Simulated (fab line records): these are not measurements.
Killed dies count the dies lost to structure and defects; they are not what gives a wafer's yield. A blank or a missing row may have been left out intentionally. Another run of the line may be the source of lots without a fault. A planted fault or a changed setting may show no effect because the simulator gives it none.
fab line records	flow nandHarc
record lots=24	wafers=72	lastDay=34
route steps=1302 shown A_DECK1_JOINT@518 A_ONON_D2@557 A_CHANNEL_HOLE_D2@591
lots untouched by any fault: they come from a run of this same line in which no faults occurred
startH: hours from the record's first day to the start of the lot's first wafer shown	waitH: time in hours since the lot's previous step	" unchanged from the row above	L1.1+2: several wafers, shown together as one row	- no value, or no start given	* or withheld: withheld	< > ~ a bound
route shown NAME@n: NAME is a module with steps in the file, n the number in the route of the first one	usual: average and standard deviation across the fault-free wafers	same: alike in all rows	chamber/n: place in a boat	sites: readings site by site	_std_site: the standard deviation of these	_edge_site: mean of outer sites minus mean of inner sites	radiusMm: for every site, how far away it sits from the centre of the wafer	mask NAME#n: copy n	behind: the tool/chamber that last shaped the wafer	hold: reason for holding the lot/hours on hold/outcome of the hold	device: names the non-switching transistor (n, p or np)	end of line: tests run on the same wafers once the route is complete	for a step that has no rows: nothing shown but its recipe	killed: dies lost to structure and defects at the first sort, not the wafer's yield	map: shows each die of a wafer: x if killed, . if not, _ if none is there
set.NAME: the setting the step ran with; set.NAME@STEP: the setting that earlier step ran with	model.NAME: the simulator's own value behind a step, which no gauge read
route steps across a sampled set of lots; one table per step, one row per wafer
services: the hour from which a tool's chamber was out of use, counted from the record's first day as startH (under 0 if before that day), plus the number of hours and why
## steps
# step NHARC_A_DECK1_JOINT_ETCHBACK_07
# recipe targetDepthA=1050	timeS=26.9	hbrFlowSccm=150	rfW=350	icpW=350	biasW=60	chemistry=HBr
# usual drypumpMotorCurrentA=5.5/0.42	oesProductAu=1.003/0.012	throttleValvePct=23.266/0.01
lot.wafer	tool	chamber	startH	waitH	drypumpMotorCurrentA	oesProductAu	rfHoursCounterH	throttleValvePct
L074.1	rieSi-06	0	242.08	0.1	5.1	0.986	1.0	23.261
L074.3	"	1	"	"	5.4	1.012	0.9	23.258
L074.6	"	0	"	"	5.1	0.971	-	23.275
L075.2	rieSi-05	2	242.12	0.1	5.9	0.992	0.7	23.292
L075.1	"	3	"	"	5.0	1.008	0.8	23.253
L075.5	"	1	"	"	5.7	0.995	-	23.272
L076.1	rieSi-05	1	248.83	0.1	5.7	0.992	0.7	23.260
L076.3	"	2	"	"	6.0	1.005	0.8	23.257
L076.5	"	0	"	"	5.5	0.984	-	23.286
L078.3	rieSi-02	0	270.76	0.1	5.1	1.017	1.0	23.245
L078.2	"	2	"	"	5.6	1.003	1.0	23.263
L078.5	"	0	"	"	5.1	0.998	-	23.269
L077.3	rieSi-02	2	274.41	0.1	5.5	1.011	1.0	23.277
L077.2	"	0	"	"	5.1	1.013	1.0	23.269
L077.5	"	2	"	"	5.5	1.003	-	23.273
L079.3	rieSi-06	1	285.69	0.1	5.4	1.012	0.2	23.247
L079.5	"	3	"	"	5.0	1.005	-	23.298
L079.6	"	0	"	"	5.1	1.002	-	23.260
L080.1	rieSi-02	0	305.83	0.1	5.1	1.018	0.2	23.269
L080.4	"	3	"	"	5.2	1.019	0.2	23.257
L080.6	"	0	"	"	5.1	1.011	-	23.287
L081.1	rieSi-02	0	305.97	0.1	5.1	1.014	0.2	23.255
L081.2	"	3	"	"	5.2	1.010	0.2	23.267
L081.5	"	0	"	"	5.1	1.018	-	23.269
L082.2	rieSi-02	1	321.16	0.1	6.0	1.019	0.3	23.261
L082.3	"	2	"	"	5.5	1.025	0.2	23.263
L082.5	"	1	"	"	6.0	1.012	-	23.278
L083.1	rieSi-05	3	332.60	0.1	5.0	1.005	0.2	23.271
L083.2	"	0	"	"	5.5	1.017	0.1	23.263
L083.4	"	1	"	"	5.7	0.984	0.1	23.275
L084.2	rieSi-06	1	345.16	0.1	5.4	1.005	0.5	23.244
L084.5	"	0	"	"	5.1	0.981	-	23.260
L084.6	"	1	"	"	5.4	1.017	-	23.271
L086.3	rieSi-05	1	357.06	0.1	5.7	0.979	0.3	23.266
L086.5	"	3	"	"	5.0	1.002	-	23.262
L086.6	"	0	"	"	5.5	1.000	-	23.261
L085.4	rieSi-06	3	357.07	0.1	5.0	0.988	0.6	23.254
L085.3	"	1	"	"	5.4	1.017	0.6	23.257
L085.5	"	2	"	"	6.5	0.987	-	23.271
L088.4	rieSi-06	3	390.12	0.1	5.0	0.987	0.8	23.281
L088.6	"	1	"	"	5.4	1.021	-	23.258
L088.5	"	2	"	"	6.5	1.005	-	23.242
L087.1	rieSi-05	2	396.40	0.1	5.9	0.977	0.6	23.280
L087.3	"	1	"	"	5.7	0.980	0.5	23.260
L087.6	"	3	"	"	5.0	1.005	-	23.275
L090.3	rieSi-02	1	396.42	0.1	6.0	1.011	0.7	23.252
L090.5	"	0	"	"	5.1	1.002	-	23.270
L090.6	"	1	"	"	6.0	1.000	-	23.270
L089.2	rieSi-05	2	400.13	0.1	5.9	0.981	0.6	23.268
L089.4	"	0	"	"	5.6	1.003	0.5	23.270
L089.5	"	3	"	"	5.0	0.998	-	23.264
L091.2	rieSi-02	1	412.98	0.1	6.0	1.004	0.8	23.262
L091.1	"	3	"	"	5.2	1.012	0.8	23.282
L091.5	"	1	"	"	6.0	1.000	-	23.242
L092.3	rieSi-05	0	412.99	0.1	5.5	1.011	0.6	23.272
L092.4	"	1	"	"	5.7	0.985	0.6	23.295
L092.1	"	2	"	"	6.0	0.988	0.8	23.267
L094.2	rieSi-02	3	436.37	0.1	5.2	1.009	0.9	23.273
L094.4	"	0	"	"	5.1	1.026	1.2	23.255
L094.3	"	1	"	"	6.0	1.004	1.0	23.273
L093.1	rieSi-06	2	436.38	0.1	6.5	0.993	0	23.267
L093.2	"	3	"	"	5.0	0.999	0	23.251
L093.6	"	0	"	"	5.1	1.006	-	23.278
L095.2	rieSi-05	2	456.17	0.1	5.9	1.000	1.1	23.252
L095.1	"	3	"	"	5.0	1.015	1.0	23.276
L095.5	"	2	"	"	5.9	0.999	-	23.266
L096.1	rieSi-05	3	463.02	0.1	5.0	0.995	1.1	23.264
L096.4	"	1	"	"	5.7	0.999	1.1	23.277
L096.6	"	0	"	"	5.5	1.013	-	23.260
L097.1	rieSi-05	1	467.35	0.1	5.7	1.006	1.1	23.266
L097.3	"	2	"	"	6.0	0.989	1.2	23.255
L097.5	"	1	"	"	5.7	0.997	-	23.261
# step NHARC_A_ONON_D2_THK_MEAS_18
# recipe thkMeasGauge=ellipsometry
# usual thkNm=998/8.6
lot.wafer	tool	chamber	startH	waitH	thkNm
L074.1	filmMetro-02	-	287.68	-	1013
L074.3	"	-	"	"	1013
L074.6	"	-	"	"	1014
L075.1	filmMetro-02	-	287.69	-	1002
L075.2	"	-	"	"	1006
L075.5	"	-	"	"	1004
L076.1	filmMetro-01	-	301.30	-	998
L076.3	"	-	"	"	998
L076.5	"	-	"	"	998
L077.2	filmMetro-02	-	320.68	-	985
L077.3	"	-	"	"	989
L077.5	"	-	"	"	989
L078.2	filmMetro-01	-	320.68	-	997
L078.3	"	-	"	"	996
L078.5	"	-	"	"	996
L079.3	filmMetro-01	-	340.32	-	998
L079.5	"	-	"	"	997
L079.6	"	-	"	"	998
L081.1	filmMetro-01	-	354.10	-	992
L081.2	"	-	"	"	991
L081.5	"	-	"	"	992
L080.1	filmMetro-02	-	354.11	-	1020
L080.4	"	-	"	"	1018
L080.6	"	-	"	"	1018
L082.2	filmMetro-02	-	365.54	-	985
L082.3	"	-	"	"	989
L082.5	"	-	"	"	988
L083.1	filmMetro-01	-	378.29	-	1001
L083.2	"	-	"	"	1003
L083.4	"	-	"	"	1001
L084.2	filmMetro-02	-	391.37	-	998
L084.5	"	-	"	"	997
L084.6	"	-	"	"	998
L085.3	filmMetro-01	-	408.41	-	988
L085.4	"	-	"	"	987
L085.5	"	-	"	"	988
L086.3	filmMetro-02	-	408.44	-	997
L086.5	"	-	"	"	996
L086.6	"	-	"	"	998
L088.4	filmMetro-02	-	435.55	-	992
L088.5	"	-	"	"	990
L088.6	"	-	"	"	990
L090.3	filmMetro-01	-	442.83	-	994
L090.5	"	-	"	"	994
L090.6	"	-	"	"	994
L089.2	filmMetro-02	-	442.83	-	997
L089.4	"	-	"	"	994
L089.5	"	-	"	"	997
L087.1	filmMetro-01	-	442.83	-	1006
L087.3	"	-	"	"	1006
L087.6	"	-	"	"	1006
L091.1	filmMetro-02	-	455.40	-	1006
L091.2	"	-	"	"	1004
L091.5	"	-	"	"	1004
L092.1	filmMetro-01	-	455.40	-	987
L092.3	"	-	"	"	983
L092.4	"	-	"	"	983
L094.2	filmMetro-01	-	485.43	-	1005
L094.3	"	-	"	"	1006
L094.4	"	-	"	"	1006
L093.1	filmMetro-01	-	485.44	-	995
L093.2	"	-	"	"	996
L093.6	"	-	"	"	995
L095.1	filmMetro-02	-	505.26	-	1012
L095.2	"	-	"	"	1010
L095.5	"	-	"	"	1009
L096.1	filmMetro-02	-	505.57	-	991
L096.4	"	-	"	"	992
L096.6	"	-	"	"	991
L097.1	filmMetro-01	-	512.55	-	1008
L097.3	"	-	"	"	1008
L097.5	"	-	"	"	1007
# step NHARC_A_ONON_D2_THK_MEAS_30
# recipe thkMeasGauge=ellipsometry
# usual thkNm=1000/9.7
lot.wafer	tool	chamber	startH	waitH	thkNm
L075.1	filmMetro-02	-	289.94	-	1012
L075.2	"	-	"	"	1012
L075.5	"	-	"	"	1013
L074.1	filmMetro-01	-	289.95	-	1007
L074.3	"	-	"	"	1007
L074.6	"	-	"	"	1006
L076.1	filmMetro-02	-	303.56	-	1002
L076.3	"	-	"	"	1004
L076.5	"	-	"	"	1003
L077.2	filmMetro-01	-	322.94	-	1004
L077.3	"	-	"	"	1002
L077.5	"	-	"	"	1002
L078.2	filmMetro-01	-	322.95	-	996
L078.3	"	-	"	"	996
L078.5	"	-	"	"	995
L079.3	filmMetro-02	-	342.58	-	995
L079.5	"	-	"	"	999
L079.6	"	-	"	"	997
L081.1	filmMetro-01	-	356.37	-	1003
L081.2	"	-	"	"	1005
L081.5	"	-	"	"	1006
L080.1	filmMetro-02	-	356.38	-	990
L080.4	"	-	"	"	990
L080.6	"	-	"	"	990
L082.2	filmMetro-01	-	367.79	-	1011
L082.3	"	-	"	"	1014
L082.5	"	-	"	"	1012
L083.1	filmMetro-01	-	380.56	-	996
L083.2	"	-	"	"	997
L083.4	"	-	"	"	996
L084.2	filmMetro-02	-	393.64	-	982
L084.5	"	-	"	"	981
L084.6	"	-	"	"	980
L085.3	filmMetro-02	-	410.68	-	1000
L085.4	"	-	"	"	999
L085.5	"	-	"	"	999
L086.3	filmMetro-01	-	410.74	-	1000
L086.5	"	-	"	"	1001
L086.6	"	-	"	"	1000
L088.4	filmMetro-01	-	437.81	-	996
L088.5	"	-	"	"	995
L088.6	"	-	"	"	995
L087.1	filmMetro-02	-	445.09	-	1029
L087.3	"	-	"	"	1026
L087.6	"	-	"	"	1026
L090.3	filmMetro-01	-	445.26	-	995
L090.5	"	-	"	"	993
L090.6	"	-	"	"	996
L089.2	filmMetro-02	-	445.45	-	985
L089.4	"	-	"	"	985
L089.5	"	-	"	"	985
L091.1	filmMetro-02	-	457.67	-	1005
L091.2	"	-	"	"	1005
L091.5	"	-	"	"	1006
L092.1	filmMetro-01	-	457.67	-	1001
L092.3	"	-	"	"	1001
L092.4	"	-	"	"	1003
L094.2	filmMetro-02	-	487.70	-	997
L094.3	"	-	"	"	997
L094.4	"	-	"	"	995
L093.1	filmMetro-01	-	487.71	-	990
L093.2	"	-	"	"	990
L093.6	"	-	"	"	992
L095.1	filmMetro-01	-	507.52	-	1010
L095.2	"	-	"	"	1011
L095.5	"	-	"	"	1011
L096.1	filmMetro-01	-	507.86	-	995
L096.4	"	-	"	"	994
L096.6	"	-	"	"	996
L097.1	filmMetro-01	-	514.82	-	1008
L097.3	"	-	"	"	1007
L097.5	"	-	"	"	1006
# step NHARC_A_ONON_D2_DEP_33
# recipe targetThkA=2000	tempC=400	pressureTorr=6.5	rfW=900	teosFlowSccm=161.4	flowSccm=2650	targetThkNm=200	gas=O2	material=SiO2
# usual flowSccm=2650/9	heaterPowerW=584/96	throttleValvePct=15.9/0.59
lot.wafer	tool	chamber	startH	waitH	flowSccm	heaterPowerW	throttleValvePct
L075.2	pecvd-03	1	290.11	0.2	2654	544	17.1
L075.1	"	0	"	"	2662	735	16.1
L075.5	"	0	"	"	2662	582	16.4
L074.1	pecvd-01	2	290.14	0.2	2670	456	15.9
L074.3	"	0	"	"	2650	578	16.7
L074.6	"	2	"	"	2659	468	16.0
L076.3	pecvd-04	2	303.66	0.1	2648	374	15.9
L076.1	"	0	"	"	2649	647	14.5
L076.5	"	2	"	"	2651	374	16.0
L077.2	pecvd-03	0	323.00	0.1	2653	625	16.3
L077.3	"	2	"	"	2633	657	15.1
L077.5	"	0	"	"	2656	629	16.2
L078.2	pecvd-04	2	323.05	0.1	2639	375	16.0
L078.3	"	0	"	"	2639	661	14.6
L078.5	"	1	"	"	2644	602	15.8
L079.3	pecvd-04	1	342.64	0.1	2640	469	15.9
L079.5	"	1	"	"	2648	480	16.1
L079.6	"	0	"	"	2646	672	14.7
L080.1	pecvd-04	2	356.44	0.1	2643	384	16.3
L080.6	"	0	"	"	2640	604	14.7
L080.4	"	1	"	"	2637	586	15.8
L081.1	pecvd-01	2	356.48	0.1	2654	427	15.3
L081.2	"	0	"	"	2652	535	16.3
L081.5	"	1	"	"	2654	739	15.9
L082.2	pecvd-01	0	367.85	0.1	2670	482	16.3
L082.3	"	2	"	"	2655	553	15.4
L082.5	"	2	"	"	2668	565	15.5
L083.1	pecvd-03	0	380.66	0.1	2656	623	15.8
L083.2	"	1	"	"	2661	691	16.4
L083.4	"	1	"	"	2653	522	16.2
L084.2	pecvd-01	0	393.79	0.1	2663	625	16.0
L084.5	"	1	"	"	2653	674	16.2
L084.6	"	0	"	"	2650	651	16.1
L085.3	pecvd-03	2	410.78	0.1	2632	669	15.7
L085.4	"	2	"	"	2652	659	15.7
L085.5	"	0	"	"	2658	658	16.0
L086.3	pecvd-04	2	410.96	0.2	2653	348	16.4
L086.6	"	1	"	"	2664	611	16.3
L086.5	"	0	"	"	2656	623	14.7
L088.4	pecvd-03	2	438.13	0.3	2663	618	15.5
L088.5	"	1	"	"	2641	526	16.6
L088.6	"	2	"	"	2660	624	15.5
L087.1	pecvd-03	0	445.15	0.1	2654	719	16.3
L087.3	"	2	"	"	2647	534	15.7
L087.6	"	1	"	"	2638	667	16.6
L090.3	pecvd-01	0	445.32	0.1	2659	629	16.2
L090.6	"	0	"	"	2657	616	16.5
L090.5	"	2	"	"	2663	434	15.7
L089.2	pecvd-04	0	445.55	0.1	2644	581	15.0
L089.5	"	2	"	"	2648	328	16.8
L089.4	"	0	"	"	2641	576	14.9
L091.1	pecvd-03	2	457.73	0.1	2635	661	15.9
L091.2	"	1	"	"	2645	653	16.4
L091.5	"	1	"	"	2659	640	16.6
L092.3	pecvd-01	1	457.78	0.1	2650	699	16.1
L092.1	"	2	"	"	2657	557	15.5
L092.4	"	2	"	"	2643	568	15.6
L094.2	pecvd-04	2	487.75	0.1	2642	422	15.6
L094.3	"	0	"	"	2652	604	14.6
L094.4	"	2	"	"	2663	431	15.6
L093.1	pecvd-03	1	487.76	0.1	2634	525	16.6
L093.2	"	0	"	"	2650	706	16.3
L093.6	"	0	"	"	2659	693	16.2
L095.2	pecvd-03	0	507.63	0.1	2655	649	16.2
L095.1	"	1	"	"	2647	634	16.5
L095.5	"	1	"	"	2651	645	16.8
L096.1	pecvd-04	0	507.92	0.1	2657	563	14.7
L096.4	"	0	"	"	2648	574	14.7
L096.6	"	2	"	"	2630	426	15.7
L097.3	pecvd-01	0	514.87	0.1	2656	511	16.1
L097.1	"	1	"	"	2659	751	15.7
L097.5	"	2	"	"	2661	593	15.7
# step NHARC_A_CHANNEL_HOLE_D2_ETCH_19
# recipe biasV=1200	sourceW=2500	pressureMtorr=15	timeS=34.5	arFlowSccm=375	c4f8FlowSccm=28.8	o2FlowSccm=96.2	tempC=-20	targetDepthA=*	chemistry=C4F8/O2/Ar
# usual drypumpMotorCurrentA=5.99/0.11	showerheadPlenumPTorr=3.75/0.11	throttleValvePct=37.037/0.0093
lot.wafer	tool	chamber	startH	waitH	drypumpMotorCurrentA	rfHoursCounterH	showerheadPlenumPTorr	throttleValvePct
L075.2	harEtch-01	1	294.57	0.1	5.90	142	3.75	37.023
L075.1	"	0	"	"	5.96	142	3.75	37.042
L075.5	"	1	"	"	5.88	-	3.75	37.052
L074.1	harEtch-01	1	298.76	2.9	5.85	146	3.74	37.042
L074.3	"	1	"	"	5.88	-	3.74	37.030
L074.6	"	0	"	"	5.97	-	3.74	37.028
L076.1	harEtch-02	0	308.23	0.1	6.11	366	3.77	37.057
L076.3	"	1	"	"	6.06	-	3.42	37.046
L076.5	"	1	"	"	6.06	-	3.42	37.032
L077.2	harEtch-01	1	327.54	0.1	5.83	157	3.74	37.043
L077.3	"	0	"	"	5.95	-	3.74	37.031
L077.5	"	0	"	"	5.92	-	3.74	37.028
L078.2	harEtch-02	0	327.74	0.1	6.13	-	3.77	37.039
L078.3	"	0	"	"	6.13	-	3.77	37.039
L078.5	"	0	"	"	6.16	-	3.77	37.059
L079.3	harEtch-01	0	348.41	0.1	5.96	-	3.73	37.048
L079.6	"	1	"	"	5.87	-	3.73	37.032
L079.5	"	0	"	"	5.98	-	3.73	37.056
L080.1	harEtch-01	1	361.02	0.1	5.89	187	3.72	37.027
L080.4	"	0	"	"	5.98	-	3.72	37.019
L080.6	"	1	"	"	5.86	-	3.72	37.045
L081.1	harEtch-02	1	362.03	0.7	6.05	393	3.97	37.036
L081.2	"	0	"	"	6.15	401	3.75	37.040
L081.5	"	1	"	"	6.06	-	3.97	37.053
L082.2	harEtch-01	0	372.43	0.1	5.97	191	3.72	37.020
L082.3	"	0	"	"	5.96	-	3.72	37.030
L082.5	"	0	"	"	5.96	-	3.72	37.032
L083.2	harEtch-02	1	394.15	3.2	6.05	0	3.97	37.033
L083.1	"	0	"	"	6.12	0	3.75	37.023
L083.4	"	0	"	"	6.12	-	3.75	37.017
L084.2	harEtch-01	0	402.28	0.1	5.96	210	3.71	37.042
L084.6	"	1	"	"	5.83	-	3.71	37.041
L084.5	"	0	"	"	5.98	-	3.71	37.037
L085.4	harEtch-01	1	415.35	0.1	5.89	-	3.70	37.039
L085.3	"	0	"	"	5.97	-	3.70	37.047
L085.5	"	0	"	"	5.92	-	3.70	37.051
L086.3	harEtch-02	1	417.05	1.0	6.06	-	3.96	37.045
L086.5	"	0	"	"	6.05	-	3.74	37.014
L086.6	"	1	"	"	6.05	-	3.96	37.025
L088.4	harEtch-02	0	445.27	0.1	6.15	-	3.73	37.027
L088.5	"	0	"	"	6.15	-	3.73	37.033
L088.6	"	1	"	"	6.04	-	3.95	37.060
L087.1	harEtch-01	1	449.81	0.1	5.86	237	3.69	37.035
L087.3	"	1	"	"	5.83	-	3.69	37.037
L087.6	"	1	"	"	5.85	-	3.69	37.037
L090.3	harEtch-02	0	450.56	0.1	6.13	-	3.73	37.034
L090.6	"	1	"	"	6.05	-	3.95	37.033
L090.5	"	0	"	"	6.13	-	3.73	37.029
L089.2	harEtch-01	0	453.99	3.1	5.94	241	3.69	37.034
L089.4	"	0	"	"	5.95	-	3.69	37.035
L089.5	"	0	"	"	5.94	-	3.69	37.043
L091.2	harEtch-02	1	462.31	0.1	6.05	38	3.94	37.039
L091.1	"	0	"	"	6.17	38	3.73	37.031
L091.5	"	0	"	"	6.18	-	3.73	37.041
L092.1	harEtch-02	0	466.48	2.0	6.14	42	3.72	37.035
L092.4	"	0	"	"	6.13	-	3.72	37.050
L092.3	"	1	"	"	6.05	-	3.94	37.038
L094.2	harEtch-02	0	493.68	0.1	6.11	57	3.71	37.032
L094.4	"	1	"	"	6.06	-	3.93	37.019
L094.3	"	0	"	"	6.10	-	3.71	37.029
L093.2	harEtch-01	1	494.06	0.1	5.86	267	3.67	37.059
L093.1	"	0	"	"	5.94	267	3.67	37.051
L093.6	"	1	"	"	5.87	-	3.67	37.031
L095.1	harEtch-02	0	512.14	0.1	6.13	69	3.71	37.039
L095.2	"	1	"	"	6.05	69	3.93	37.031
L095.5	"	1	"	"	6.05	-	3.93	37.037
L096.1	harEtch-01	0	512.48	0.1	5.95	279	3.67	37.040
L096.4	"	1	"	"	5.86	-	3.67	37.038
L096.6	"	1	"	"	5.83	-	3.67	37.028
L097.1	harEtch-01	1	522.98	0.1	5.88	283	3.67	37.047
L097.3	"	0	"	"	5.96	-	3.67	37.054
L097.5	"	1	"	"	5.85	-	3.67	37.045
# step NHARC_A_CHANNEL_HOLE_D2_ETCH_26
# recipe biasV=300	sourceW=2000	pressureMtorr=30	timeS=224.1	arFlowSccm=375	c4f8FlowSccm=11.4	o2FlowSccm=113.6	tempC=-20	targetDepthA=3000	chemistry=C4F8/O2/Ar
# usual drypumpMotorCurrentA=5.99/0.11	showerheadPlenumPTorr=3.76/0.11	throttleValvePct=24.584/0.01
lot.wafer	tool	chamber	startH	waitH	drypumpMotorCurrentA	rfHoursCounterH	showerheadPlenumPTorr	throttleValvePct
L075.2	harEtch-01	1	298.35	0.7	5.89	145	3.75	24.572
L075.1	"	0	"	"	5.97	145	3.75	24.578
L075.5	"	1	"	"	5.86	-	3.75	24.563
L074.1	harEtch-01	1	302.53	0.6	5.87	149	3.74	24.574
L074.3	"	1	"	"	5.85	-	3.74	24.599
L074.6	"	0	"	"	5.98	-	3.74	24.578
L076.1	harEtch-02	0	312.01	0.6	6.10	370	3.77	24.565
L076.3	"	1	"	"	6.04	-	3.42	24.583
L076.5	"	1	"	"	6.05	-	3.42	24.591
L077.2	harEtch-01	1	331.33	0.7	5.83	161	3.74	24.581
L077.3	"	0	"	"	6.00	-	3.74	24.568
L077.5	"	0	"	"	5.99	-	3.74	24.570
L078.2	harEtch-02	0	335.34	1.3	6.11	-	3.77	24.574
L078.3	"	0	"	"	6.17	-	3.77	24.576
L078.5	"	0	"	"	6.13	-	3.77	24.582
L079.3	harEtch-01	0	352.25	0.4	5.98	-	3.73	24.583
L079.6	"	1	"	"	5.86	-	3.73	24.563
L079.5	"	0	"	"	5.97	-	3.73	24.590
L080.1	harEtch-01	1	364.80	0.6	5.84	191	3.72	24.598
L080.4	"	0	"	"	5.97	-	3.72	24.569
L080.6	"	1	"	"	5.80	-	3.72	24.589
L081.1	harEtch-02	1	365.82	0.7	6.05	397	3.98	24.570
L081.2	"	0	"	"	6.14	404	3.75	24.576
L081.5	"	1	"	"	6.04	-	3.98	24.585
L082.2	harEtch-01	0	376.20	0.7	5.92	195	3.72	24.581
L082.3	"	0	"	"	5.94	-	3.72	24.587
L082.5	"	0	"	"	5.95	-	3.72	24.600
L083.2	harEtch-02	1	397.94	0.7	6.07	4	3.97	24.574
L083.1	"	0	"	"	6.13	4	3.75	24.588
L083.4	"	0	"	"	6.13	-	3.75	24.590
L084.2	harEtch-01	0	406.05	0.6	5.95	214	3.71	24.577
L084.6	"	1	"	"	5.82	-	3.71	24.579
L084.5	"	0	"	"	5.98	-	3.71	24.579
L085.4	harEtch-01	1	419.16	0.5	5.84	-	3.70	24.584
L085.3	"	0	"	"	5.97	-	3.70	24.584
L085.5	"	0	"	"	5.98	-	3.70	24.601
L086.3	harEtch-02	1	420.88	0.4	6.05	-	3.96	24.574
L086.5	"	0	"	"	6.16	-	3.74	24.597
L086.6	"	1	"	"	6.06	-	3.96	24.592
L088.4	harEtch-02	0	449.05	0.5	6.12	-	3.73	24.596
L088.5	"	0	"	"	6.13	-	3.73	24.595
L088.6	"	1	"	"	6.06	-	3.96	24.572
L087.1	harEtch-01	1	453.58	0.7	5.86	241	3.69	24.595
L087.3	"	1	"	"	5.86	-	3.69	24.576
L087.6	"	1	"	"	5.83	-	3.69	24.573
L090.3	harEtch-02	0	454.36	0.4	6.18	-	3.73	24.581
L090.6	"	1	"	"	6.04	-	3.95	24.599
L090.5	"	0	"	"	6.14	-	3.73	24.587
L089.2	harEtch-01	0	457.80	0.6	5.97	245	3.69	24.590
L089.4	"	0	"	"	5.96	-	3.69	24.605
L089.5	"	0	"	"	5.95	-	3.69	24.586
L091.2	harEtch-02	1	466.10	0.7	6.08	42	3.95	24.600
L091.1	"	0	"	"	6.17	42	3.73	24.591
L091.5	"	0	"	"	6.14	-	3.73	24.562
L092.1	harEtch-02	0	470.24	0.7	6.11	46	3.72	24.589
L092.4	"	0	"	"	6.14	-	3.72	24.580
L092.3	"	1	"	"	6.05	-	3.95	24.578
L094.2	harEtch-02	0	497.48	0.6	6.14	61	3.72	24.581
L094.4	"	1	"	"	6.06	-	3.94	24.594
L094.3	"	0	"	"	6.14	-	3.72	24.563
L093.2	harEtch-01	1	497.86	0.7	5.84	271	3.68	24.575
L093.1	"	0	"	"	6.01	271	3.67	24.598
L093.6	"	1	"	"	5.85	-	3.68	24.585
L095.1	harEtch-02	0	515.93	0.7	6.13	73	3.71	24.565
L095.2	"	1	"	"	6.06	73	3.93	24.591
L095.5	"	1	"	"	6.04	-	3.93	24.586
L096.1	harEtch-01	0	516.26	0.7	5.96	283	3.67	24.591
L096.4	"	1	"	"	5.88	-	3.67	24.599
L096.6	"	1	"	"	5.89	-	3.67	24.580
L097.1	harEtch-01	1	526.78	0.6	5.83	286	3.67	24.598
L097.3	"	0	"	"	5.95	-	3.67	24.589
L097.5	"	1	"	"	5.84	-	3.67	24.574
## services
tool	chamber	startH	hours	kind
pecvd-03	0	231.13	29.6	repair
rieSi-02	0	258.79	1.1	repair
pecvd-04	-	269.33	13.0	pm
rieSi-02	-	277.00	9.0	pm
pecvd-04	-	289.21	0.6	repair
rieSi-05	-	305.00	9.0	pm
pecvd-01	-	311.06	13.0	pm
rieSi-02	2	313.32	5.1	repair
pecvd-03	-	327.30	1.8	repair
rieSi-02	1	363.78	11.9	repair
pecvd-03	-	366.00	13.0	pm
rieSi-02	3	369.44	7.7	repair
harEtch-02	-	377.15	17.0	pm
pecvd-04	0	378.66	3.2	repair
pecvd-03	-	385.14	3.3	repair
rieSi-02	-	396.74	0.4	repair
pecvd-03	0	432.71	5.5	repair
pecvd-04	1	435.10	6.7	repair
pecvd-03	2	445.72	9.5	repair
pecvd-04	-	450.56	13.0	pm
rieSi-02	-	454.00	9.0	pm
rieSi-05	-	482.00	9.0	pm
pecvd-04	0	488.03	3.7	repair
rieSi-05	0	499.02	25.1	repair
## key
fault none
